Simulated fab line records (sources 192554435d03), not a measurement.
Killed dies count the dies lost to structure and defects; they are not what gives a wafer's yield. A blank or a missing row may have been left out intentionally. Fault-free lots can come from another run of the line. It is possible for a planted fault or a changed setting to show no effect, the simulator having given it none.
fab line records	flow n5_finfet
[record] lots = 7	wafers = 39
route steps=1938 shown DUMMY_GATE@243 SPACER0@260 SD_EPI_N@278 SD_EPI_P@314 HKMG_FIN@438 MOL_CONTACT_COAG@613
start_h: start of the lot's first displayed wafer, in hours after the record's first day	wait_h: hours from the lot's prior step to this one	" the same as in the row above	L1.1+2: a single row standing in for several wafers	- either no value or no given start	* or withheld: withheld	< > ~ a bound
route shown NAME@n: names a module that has steps shown in the file, with the first one's number in the route	usual: average and standard deviation across the fault-free wafers	same: alike in all rows	chamber/n: place in a boat	sites: the reading at each site	_std_site: the standard deviation of these	_edge_site: mean of outer sites minus mean of inner sites	radius_mm: how far each site lies from the wafer's centre	mask NAME#n: copy n	behind: the last tool/chamber to shape the wafer	hold: why the lot was held/for how many hours/how that ended	device: transistor that didn't switch, given as n, p or np	end of line: tests run on the same wafers once the route is complete	a step given without rows: its recipe and nothing more	killed: the dies lost at the first sort to structure and to defects; this is not the yield of the wafer	map: the dies of a wafer, with x for killed, . for not killed, _ for no die there
set.NAME: the run value of the setting; set.NAME@STEP: its run value at that earlier step	model.NAME: the simulator's own value behind a step, which no gauge read
lots with deliberately changed settings; one table per step, one row per wafer
[[steps]]
[step N5_DUMMY_GATE_ETCH_31]
[recipe] chemistry = C4F6/O2	target = SiO2	mask_material = SOC	target_depth_a = 825	time_s = 27.5	ion_energy_ev = 250	pressure_mtorr = 30	source_w = 345	bias_w = 185	Ar_flow_sccm = 300	C4F6_flow_sccm = 10	O2_flow_sccm = 10
lot.wafer	tool	chamber	start_h	wait_h	set.target_depth_a	model.etch.depth_nm	model.SOC_of_DUMMY_GATE_COAT_34.thk_nm
L075.1	rie_diel-05	3	55.50	0.0	825	80.44	52.2
L075.2	"	2	"	"	825	80.72	52
L075.3	"	0	"	"	825	83.36	51.8
L075.4	"	1	"	"	898.1	89.61	51.2
L075.5	"	0	"	"	898.1	90.64	50.8
L075.6	"	1	"	"	898.1	89.76	51.2
L077.1	rie_diel-02	1	66.18	0.0	825	80.68	51.8
L077.2	"	0	"	"	866.2	87.78	51.2
L077.3	"	3	"	"	825	81.45	51.8
L077.4	"	2	"	"	866.2	86.02	51.6
L077.5	"	3	"	"	825	82.05	52
L077.6	"	2	"	"	866.2	86.23	51.6
L080.1	rie_diel-05	0	84.10	0.0	825	83.26	51.8
L080.2	"	2	"	"	825	80.22	51.8
L080.3	"	3	"	"	825	79.79	52.2
L080.4	"	1	"	"	825	83.31	51.8
L080.5	"	1	"	"	825	82.4	51.8
L080.6	"	2	"	"	825	80.38	51.8
L083.1	rie_diel-05	2	102.98	0.0	825	81.19	51.8
L083.4	"	3	"	"	825	80.06	52
L083.5	"	3	"	"	825	80.08	52.2
L085.1	rie_diel-03	0	115.24	0.0	825	83.04	51.8
L085.2	"	2	"	"	825	81.97	51.8
L085.3	"	1	"	"	781	76.62	52.4
L085.4	"	3	"	"	781	76.76	52.4
L085.5	"	3	"	"	781	75.7	52.6
L085.6	"	2	"	"	825	81.99	52
L086.1	rie_diel-02	2	120.40	0.0	902.5	91.86	51
L086.2	"	1	"	"	825	80.99	51.8
L086.3	"	3	"	"	902.5	89.28	50.8
L086.4	"	0	"	"	825	84.07	51.4
L086.5	"	1	"	"	902.5	88.35	50.6
L086.6	"	0	"	"	825	84.06	51.6
L091.1	rie_diel-05	0	147.63	0.0	877.1	89.13	51
L091.2	"	1	"	"	825	83.27	51.8
L091.3	"	3	"	"	825	80.8	52.2
L091.4	"	2	"	"	877.1	86.82	51.4
L091.5	"	1	"	"	825	83.85	52
L091.6	"	0	"	"	877.1	89.49	51.2
[step N5_DUMMY_GATE_ETCH_32]
[recipe] chemistry = CF4	target = SiO2	target_depth_a = 35	time_s = 3.9	ion_energy_ev = 350	pressure_mtorr = 10	icp_w = 800	bias_w = 400	cf4_flow_sccm = 80
lot.wafer	tool	chamber	start_h	wait_h	set.time_s	model.etch.depth_nm
L075.1	rie_si-04	0	55.74	0.1	4.575	4.137
L075.2	"	2	"	"	3.9	3.549
L075.3	"	1	"	"	4.575	4.015
L075.4	"	0	"	"	4.575	4.159
L075.5	"	1	"	"	3.9	3.366
L075.6	"	2	"	"	3.9	3.602
L077.1	rie_si-04	0	66.43	0.1	3.258	2.938
L077.2	"	2	"	"	3.258	2.965
L077.3	"	1	"	"	3.9	3.404
L077.4	"	3	"	"	3.258	2.871
L077.5	"	1	"	"	3.9	3.394
L077.6	"	0	"	"	3.9	3.503
L080.1	rie_si-02	1	84.35	0.1	4.434	3.927
L080.2	"	2	"	"	4.434	4.011
L080.3	"	0	"	"	3.9	3.402
L080.4	"	3	"	"	4.434	4.054
L080.5	"	0	"	"	3.9	3.409
L080.6	"	3	"	"	3.9	3.59
L083.1	rie_si-06	2	103.23	0.1	3.9	3.47
L083.4	"	1	"	"	3.9	3.539
L083.5	"	0	"	"	3.9	3.538
L085.1	rie_si-04	3	115.49	0.1	3.612	3.165
L085.2	"	2	"	"	3.9	3.553
L085.3	"	0	"	"	3.9	3.517
L085.4	"	1	"	"	3.612	3.149
L085.5	"	1	"	"	3.612	3.161
L085.6	"	2	"	"	3.9	3.585
L086.1	rie_si-02	1	120.64	0.1	3.461	3.018
L086.2	"	3	"	"	3.9	3.538
L086.3	"	2	"	"	3.461	3.087
L086.4	"	0	"	"	3.461	2.965
L086.5	"	1	"	"	3.9	3.434
L086.6	"	2	"	"	3.9	3.466
L091.1	rie_si-06	0	147.88	0.1	3.31	3.029
L091.2	"	2	"	"	3.31	2.965
L091.3	"	1	"	"	3.31	2.987
L091.4	"	3	"	"	3.9	3.395
L091.5	"	2	"	"	3.9	3.477
L091.6	"	3	"	"	3.9	3.393
[step N5_SPACER0_ALD_08]
[recipe] material = SiNx	target_thk_a = 20	temp_c = 400	ald_precursor_family = SiH2I2	ald_co_reactant = N2/H2-plasma	pressure_torr = 2
lot.wafer	tool	chamber	start_h	wait_h	set.target_thk_a
L075.1+5+6	ald_sin-01	0,1,2	56.80	0.1	20
L075.2+3+4	"	1,3,2	"	"	22.29
L077.1+2+6	ald_sin-02	3,1,2	67.36	0.1	17.95
L077.3+4+5	"	2,0,3	"	"	20
L080.1+4+6	ald_sin-02	2,1,3	85.28	0.1	20
L080.2+3+5	"	0,3,0	"	"	21.52
L083.1+4+5	ald_sin-03	0,2,2	104.16	0.1	20
L085.1+3+4	ald_sin-01	2,0,3	116.78	0.1	17.09
L085.2+5+6	"	1,0,3	"	"	20
L086.1+2+5	ald_sin-02	2,0,0	121.57	0.1	21.12
L086.3+4+6	"	3,1,1	"	"	20
L091.1+3+6	ald_sin-02	3,1,3	148.81	0.1	20
L091.2+4+5	"	0,2,0	"	"	21.94
[step N5_SD_EPI_N_ETCH_45]
[recipe] chemistry = CH3F/O2	target = SiOCN	target_depth_a = 60	mask_material = SOC	ion_energy_ev = 60	bias_w = 29	pressure_mtorr = 15	source_w = 410	Ar_flow_sccm = 150	CH3F_flow_sccm = 30	O2_flow_sccm = 20
lot.wafer	tool	chamber	start_h	wait_h	set.target_depth_a
L075.1+2+6	rie_diel-01	3,2,3	57.96	0.1	60
L075.3+4+5	"	1,0,2	"	"	63.18
L077.1+3+4	rie_diel-04	3,0,0	68.44	0.1	57.32
L077.2+5+6	"	2,3,2	"	"	60
L080.1+2+5	rie_diel-06	3,0,3	86.44	0.1	56.72
L080.3+4+6	"	1,2,0	"	"	60
L083.1+4+5	rie_diel-06	1,2,2	105.40	0.1	60
L085.1+2+5	rie_diel-06	0,3,2	117.82	0.1	55.86
L085.3+4+6	"	1,2,3	"	"	60
L086.1+2+4	rie_diel-06	1,0,3	122.74	0.1	65.13
L086.3+5+6	"	2,0,3	"	"	60
L091.1+3+5	rie_diel-04	0,3,0	149.85	0.1	60
L091.2+4+6	"	1,2,1	"	"	55.05
[step N5_SD_EPI_N_ETCH_16]
[recipe] chemistry = CHF3/O2	target = SiO2	target_depth_a = 50	mask_material = SOC	pressure_mtorr = 30	source_w = 650	bias_w = 170	Ar_flow_sccm = 200	CHF3_flow_sccm = 50	O2_flow_sccm = 5	ion_energy_ev = 200
[step N5_SD_EPI_N_STRIP_47]
[recipe] chemistry = CHF3/O2	resist = SiARC	rf_frequency_hz = 6e+07
[step N5_SD_EPI_N_SD_RECESS_17]
[recipe] chemistry = HBr/Cl2/O2	target_depth_a = 410	mask_material = SOC	time_s = 23.7	bt_time_s = 3	pressure_mtorr = 10	icp_w = 800	bias_w = 112	HBr_flow_sccm = 150	Cl2_flow_sccm = 80	O2_flow_sccm = 12
[step N5_SD_EPI_N_STRIP_38]
[recipe] chemistry = N2/H2	power_w = 1000	temp_c = 250	h2_frac = 0.65	overash_fraction = 0.3	pressure_mtorr = withheld	n2_flow_sccm = 1750	h2_flow_sccm = 3250
[step N5_SD_EPI_N_WET_ETCH_43]
[recipe] chemistry = dHF	dilution = withheld	time_s = 14	target = SiO2	target_depth_a = 15	temp_c = 25
lot.wafer	tool	chamber	start_h	wait_h	set.target_thk_a@SPACER0_ALD_08	model.SiNx_of_SPACER0_ALD_08.thk_nm
L075.1+5+6	wet_bench-04	3,6,7	58.31	-	20	1.6
L075.2+3+4	"	2,0,1	"	"	22.29	1.8
L077.1+2+6	wet_bench-02	7,4,3	68.80	-	17.95	1.4
L077.3+4+5	"	0,1,2	"	"	20	1.6
L080.1+4+6	wet_bench-06	1,3,4	86.79	-	20	1.6
L080.2+3+5	"	0,5,2	"	"	21.52	1.6
L083.1+4+5	wet_bench-04	7,0,2	105.75	-	20	1.6
L085.1+3+4	wet_bench-04	5,6,4	118.17	-	17.09	1.2
L085.2+5+6	"	3,2,1	"	"	20	1.6
L086.1+2+5	wet_bench-04	2,0,7	123.10	-	21.12	1.6
L086.3+4+6	"	1,6,3	"	"	20	1.6
L091.1+3+6	wet_bench-06	4,7,1	150.20	-	20	1.6
L091.2+4+5	"	0,6,5	"	"	21.94	1.8
[step N5_SD_EPI_N_STRIP_18]
[recipe] chemistry = SPM	time_s = 750	temp_c = 130	h2so4_h2o2_vol_ratio = 4
[step N5_SD_EPI_N_SRD_20]
[recipe] dry = ipa_marangoni	do_ppb = 5	time_s = 30	temp_c = 23	rinse_liquid = diw
[step N5_SD_EPI_N_PRECLEAN_48]
[recipe] chemistry = NF3:NH3	afs_cycles = 2	temp_c = 30	time_s = 20	sublimation_temp_c = 180	sublimation_time_s = 60	pressure_torr = 3	rf_power_w = 30
lot.wafer	tool	chamber	start_h	wait_h	set.target_thk_a@SPACER0_ALD_08	model.SiNx_of_SPACER0_ALD_08.thk_nm
L075.1+6	epi_rpcvd-01	0	58.58	0.0	20	1.2
L075.2+3+4	"	0	"	"	22.29	1.6
L075.5	"	0	"	"	20	1.4
L077.1+2+6	epi_rpcvd-01	0	69.06	0.0	17.95	1
L077.3+4+5	"	0	"	"	20	1.4
L080.1+4+6	epi_rpcvd-04	0	87.06	0.0	20	1.2
L080.2+3+5	"	0	"	"	21.52	1.4
L083.1+4+5	epi_rpcvd-01	0	106.02	0.0	20	1.2
L085.1+3+4	epi_rpcvd-02	0	118.43	0.0	17.09	1
L085.2+5+6	"	0	"	"	20	1.2
L086.1+2+5	epi_rpcvd-04	0	123.36	0.0	21.12	1.4
L086.3+4+6	"	0	"	"	20	1.2
L091.1+6	epi_rpcvd-01	0	150.47	0.0	20	1.2
L091.2+4+5	"	0	"	"	21.94	1.4
L091.3	"	0	"	"	20	1.4
[step N5_SD_EPI_N_VAPOR_ETCH_50]
[recipe] chemistry = HCl	target = Si	temp_c = 775	time_s = 54	pressure_torr = 20	mode = isotropic
[step N5_SD_EPI_N_EPI_21]
[recipe] material = Si:P	dopant = P	temp_c = 680	pressure_torr = 255	time_s = 690
[step N5_SD_EPI_N_PRECLEAN_24]
[recipe] chemistry = O3/DIW	time_s = 60	temp_c = 22	o3_ppm = 10
[step N5_SD_EPI_N_SRD_25]
[recipe] time_s = 30	temp_c = 23	rinse_liquid = diw	dry = ipa_marangoni
[step N5_SD_EPI_N_PRECLEAN_49]
[recipe] chemistry = NF3:NH3	afs_cycles = 1	temp_c = 30	time_s = 20	sublimation_temp_c = 180	sublimation_time_s = 60	pressure_torr = 3	rf_power_w = 30
lot.wafer	tool	chamber	start_h	wait_h	set.target_thk_a@SPACER0_ALD_08	model.SiNx_of_SPACER0_ALD_08.thk_nm
L075.1+6	remote_plasma-01	0	60.94	0.0	20	1
L075.2+3+4	"	0	"	"	22.29	1.4
L075.5	"	0	"	"	20	1.2
L077.1+2+6	remote_plasma-02	1	71.43	0.0	17.95	0.8
L077.3+5	"	1	"	"	20	1
L077.4	"	1	"	"	20	1.2
L080.1+4+6	remote_plasma-02	1	90.16	0.0	20	1
L080.2+3+5	"	1	"	"	21.52	1.2
L083.1+4+5	remote_plasma-01	1	108.37	0.0	20	1
L085.1+3+4	remote_plasma-01	1	121.35	0.0	17.09	0.8
L085.2+5+6	"	1	"	"	20	1
L086.1+2+5	remote_plasma-02	1	126.46	0.0	21.12	1.2
L086.3+4+6	"	1	"	"	20	1
L091.1+6	remote_plasma-02	0	153.56	0.0	20	1
L091.2+4+5	"	0	"	"	21.94	1.2
L091.3	"	0	"	"	20	1.2
[step N5_SD_EPI_P_SD_RECESS_17]
[recipe] chemistry = HBr/Cl2/O2	target_depth_a = 391	bt_time_s = 3	pressure_mtorr = 10	icp_w = 800	bias_w = 112	HBr_flow_sccm = 150	Cl2_flow_sccm = 80	O2_flow_sccm = 12
lot.wafer	tool	chamber	start_h	wait_h	set.target_depth_a	model.etch.depth_nm	model.SD_EPI_P.feature_depth_nm
L075.1	rie_si-02	0	62.81	0.0	391	37.94	38
L075.2	"	2	"	"	425.7	41.98	42
L075.3	"	3	"	"	425.7	43.43	43.4
L075.4	"	3	"	"	391	39.52	39.6
L075.5	"	2	"	"	391	39.03	39
L075.6	"	0	"	"	425.7	41.52	41.6
L077.1	rie_si-02	3	73.20	0.0	391	40.05	40
L077.2	"	1	"	"	391	38.95	39
L077.3	"	2	"	"	391	38.89	38.8
L077.4	"	0	"	"	391	38.16	38.2
L077.5	"	1	"	"	391	38.91	39
L077.6	"	0	"	"	391	38.24	38.2
L080.1	rie_si-02	0	91.82	0.0	357.9	35.06	35
L080.2	"	1	"	"	391	38.88	38.8
L080.3	"	2	"	"	357.9	35.83	35.8
L080.4	"	3	"	"	391	40.05	40
L080.5	"	2	"	"	391	39.25	39.2
L080.6	"	1	"	"	357.9	35.81	35.8
L083.1	rie_si-02	1	109.87	0.0	391	38.44	38.4
L083.4	"	2	"	"	391	38.67	38.6
L083.5	"	3	"	"	391	39.43	39.4
L085.1	rie_si-04	1	123.32	0.0	391	38.51	38.6
L085.2	"	3	"	"	391	38.58	38.6
L085.3	"	2	"	"	391	39.34	39.4
L085.4	"	0	"	"	391	39.32	39.4
L085.5	"	1	"	"	391	38.61	38.6
L085.6	"	2	"	"	391	39.31	39.4
L086.1	rie_si-04	0	128.03	0.0	364.6	36.91	37
L086.2	"	3	"	"	364.6	36.18	36.2
L086.3	"	2	"	"	364.6	37.08	37
L086.4	"	1	"	"	391	38.61	38.6
L086.5	"	2	"	"	391	39.72	39.8
L086.6	"	3	"	"	391	39.11	39.2
L091.1	rie_si-04	1	155.20	0.0	425.3	42.05	42
L091.2	"	3	"	"	425.3	42.29	42.2
L091.3	"	0	"	"	391	39.72	39.8
L091.4	"	2	"	"	391	39.78	39.8
L091.5	"	0	"	"	391	39.58	39.6
L091.6	"	3	"	"	425.3	42.13	42.2
[step N5_HKMG_FIN_ETCH_35]
[recipe] chemistry = N2/H2	target = SOC	target_depth_a = 2158	ion_energy_ev = 65	bias_w = 5	source_w = 3000	time_s = 243.4	pressure_mtorr = 30	n2_flow_sccm = 200	h2_flow_sccm = 200
[usual] rf_vpp_V = 141.5/0.97
lot.wafer	tool	chamber	start_h	wait_h	set.bias_w	rf_vpp_V
L075.1	rie_diel-01	1	83.01	0.0	5	142.5
L075.2	"	2	"	"	4.282	128.5
L075.3	"	3	"	"	4.282	128.5
L075.4	"	3	"	"	5	141.3
L075.5	"	1	"	"	4.282	127.9
L075.6	"	2	"	"	5	143.5
L077.1	rie_diel-01	2	93.14	0.0	5.377	146.6
L077.2	"	3	"	"	5	141.5
L077.3	"	1	"	"	5	141.5
L077.4	"	2	"	"	5	141.6
L077.5	"	1	"	"	5.377	148.5
L077.6	"	3	"	"	5.377	149.5
L080.1	rie_diel-04	0	114.53	0.0	5	140.7
L080.2	"	1	"	"	4.619	133.4
L080.3	"	3	"	"	5	141.1
L080.4	"	2	"	"	5	141.5
L080.5	"	0	"	"	4.619	133.3
L080.6	"	3	"	"	4.619	133.7
L083.1	rie_diel-06	0	130.75	0.0	5	140.0
L083.4	"	3	"	"	5	141.1
L083.5	"	0	"	"	5	139.9
L085.1	rie_diel-01	0	143.91	0.0	4.547	133.1
L085.2	"	3	"	"	5	141.5
L085.3	"	1	"	"	5	143.1
L085.4	"	0	"	"	4.547	135.0
L085.5	"	1	"	"	5	140.2
L085.6	"	3	"	"	4.547	132.8
L086.1	rie_diel-06	0	148.84	0.0	4.705	135.5
L086.2	"	2	"	"	5	141.4
L086.3	"	3	"	"	5	140.2
L086.4	"	1	"	"	5	141.4
L086.5	"	1	"	"	4.705	137.1
L086.6	"	2	"	"	4.705	137.8
L091.1	rie_diel-01	0	175.56	0.0	5.808	158.6
L091.2	"	3	"	"	5.808	156.9
L091.3	"	1	"	"	5	140.3
L091.4	"	2	"	"	5.808	158.0
L091.5	"	2	"	"	5	142.2
L091.6	"	3	"	"	5	141.4
[step N5_MOL_CONTACT_COAG_ETCHBACK_136]
[recipe] chemistry = CHF3	target = SiO2	target_depth_a = 250	time_s = 16.7	ion_energy_ev = 200	pressure_mtorr = 30	source_w = 610	bias_w = 170	Ar_flow_sccm = 200	CHF3_flow_sccm = 50
lot.wafer	tool	chamber	start_h	wait_h	set.target_depth_a
L075.1+2+5	rie_diel-01	0,3,3	105.55	0.0	270.3
L075.3+4+6	"	2,1,0	"	"	250
L077.1+2+3+4+5+6	rie_diel-04	2,3,0,1,1,0	119.92	0.0	250
L080.1+5+6	rie_diel-06	1,2,3	137.95	0.0	250
L080.2+3+4	"	0,3,2	"	"	228.9
L083.1+4+5	rie_diel-04	2,1,3	156.09	0.0	250
L085.1+2+6	rie_diel-04	3,2,1	167.01	0.0	235.9
L085.3+4+5	"	0,1,0	"	"	250
L086.1+3+5	rie_diel-01	2,3,3	173.73	0.0	275.6
L086.2+4+6	"	0,1,0	"	"	250
L091.1+3+4	rie_diel-01	1,0,2	204.85	0.0	271.9
L091.2+5+6	"	3,3,2	"	"	250
[step N5_MOL_CONTACT_COAG_STRIP_120]
[recipe] chemistry = CHF3	resist = SiARC	rf_frequency_hz = 6e+07
[step N5_MOL_CONTACT_COAG_VIA_ETCH_117]
[recipe] chemistry = C4F6/O2	target_depth_a = 400	overetch_a = 80	mask_material = SOC	target = SiO2	bias_w = 455	pressure_mtorr = 10	time_s = 26	source_w = 325	Ar_flow_sccm = 300	C4F6_flow_sccm = 10	O2_flow_sccm = 10	ion_energy_ev = 575.3	ends = end_point
lot.wafer	tool	chamber	start_h	wait_h	set.target_depth_a@MOL_CONTACT_COAG_ETCHBACK_136	model.etch.depth_nm	model.MOL_CONTACT_COAG.feature_depth_nm
L075.1	rie_diel-01	0	105.58	0.0	270.3	37.79	37.8
L075.2	"	3	"	"	270.3	37.43	37.4
L075.3	"	2	"	"	250	40.57	40.6
L075.4	"	1	"	"	250	40.77	40.8
L075.5	"	3	"	"	270.3	37.28	37.2
L075.6	"	0	"	"	250	39.87	39.8
L077.1	rie_diel-04	2	119.95	0.0	250	40.44	40.4
L077.2	"	3	"	"	250	39.34	39.4
L077.3	"	0	"	"	250	40.16	40.2
L077.4	"	1	"	"	250	40.72	40.8
L077.5	"	1	"	"	250	40.6	40.6
L077.6	"	0	"	"	250	39.75	39.8
L080.1	rie_diel-06	1	137.98	0.0	250	40.36	40.4
L080.2	"	0	"	"	228.9	41.92	42
L080.3	"	3	"	"	228.9	41.58	41.6
L080.4	"	2	"	"	228.9	41.46	41.4
L080.5	"	2	"	"	250	39.33	39.4
L080.6	"	3	"	"	250	39.41	39.4
L083.1	rie_diel-04	2	156.12	0.0	250	40.33	40.4
L083.4	"	1	"	"	250	40.23	40.2
L083.5	"	3	"	"	250	39.04	39
L085.1	rie_diel-04	3	167.04	0.0	235.9	40.55	40.6
L085.2	"	2	"	"	235.9	41.65	41.6
L085.3	"	0	"	"	250	39.81	39.8
L085.4	"	1	"	"	250	40.39	40.4
L085.5	"	0	"	"	250	39.65	39.6
L085.6	"	1	"	"	235.9	41.72	41.8
L086.1	rie_diel-01	2	173.76	0.0	275.6	37.74	37.8
L086.2	"	0	"	"	250	39.82	39.8
L086.3	"	3	"	"	275.6	36.94	37
L086.4	"	1	"	"	250	40.69	40.6
L086.5	"	3	"	"	275.6	36.73	36.8
L086.6	"	0	"	"	250	39.84	39.8
L091.1	rie_diel-01	1	204.88	0.0	271.9	38.74	38.8
L091.2	"	3	"	"	250	39.53	39.6
L091.3	"	0	"	"	271.9	38.02	38
L091.4	"	2	"	"	271.9	38.31	38.4
L091.5	"	3	"	"	250	39.31	39.4
L091.6	"	2	"	"	250	40.3	40.2
[[key]]
[split] step = N5_DUMMY_GATE_ETCH_31	setting = target_depth_a	stated = 825	by = wafer
[response] step = N5_DUMMY_GATE_ETCH_31	reading = model.etch.depth_nm	change = +0.901	per = 1%	r = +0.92
[response] step = N5_DUMMY_GATE_ETCH_31	reading = model.SOC_of_DUMMY_GATE_COAT_34.thk_nm	change = -0.1	per = 1%	r = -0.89
[split] step = N5_DUMMY_GATE_ETCH_32	setting = time_s	stated = 3.9	by = wafer
[response] step = N5_DUMMY_GATE_ETCH_32	reading = model.etch.depth_nm	change = +0.0347	per = 1%	r = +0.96
[split] step = N5_SPACER0_ALD_08	setting = target_thk_a	stated = 20	by = wafer
[response] step = N5_SD_EPI_N_WET_ETCH_43	reading = model.SiNx_of_SPACER0_ALD_08.thk_nm	change = +0.0192	per = 1%	r = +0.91
[response] step = N5_SD_EPI_N_PRECLEAN_48	reading = model.SiNx_of_SPACER0_ALD_08.thk_nm	change = +0.0234	per = 1%	r = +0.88
[response] step = N5_SD_EPI_N_PRECLEAN_49	reading = model.SiNx_of_SPACER0_ALD_08.thk_nm	change = +0.0212	per = 1%	r = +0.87
[split] step = N5_SD_EPI_N_ETCH_45	setting = target_depth_a	stated = 60	by = wafer
response none clear
[split] step = N5_SD_EPI_P_SD_RECESS_17	setting = target_depth_a	stated = 391	by = wafer
[response] step = N5_SD_EPI_P_SD_RECESS_17	reading = model.etch.depth_nm	change = +0.371	per = 1%	r = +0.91
[response] step = N5_SD_EPI_P_SD_RECESS_17	reading = model.SD_EPI_P.feature_depth_nm	change = +0.369	per = 1%	r = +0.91
[split] step = N5_HKMG_FIN_ETCH_35	setting = bias_w	stated = 5	by = wafer
[response] step = N5_HKMG_FIN_ETCH_35	reading = rf_vpp_V	change = +0.965	per = 1%	r = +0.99
[split] step = N5_MOL_CONTACT_COAG_ETCHBACK_136	setting = target_depth_a	stated = 250	by = wafer
[response] step = N5_MOL_CONTACT_COAG_VIA_ETCH_117	reading = model.etch.depth_nm	change = -0.257	per = 1%	r = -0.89
[response] step = N5_MOL_CONTACT_COAG_VIA_ETCH_117	reading = model.MOL_CONTACT_COAG.feature_depth_nm	change = -0.254	per = 1%	r = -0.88
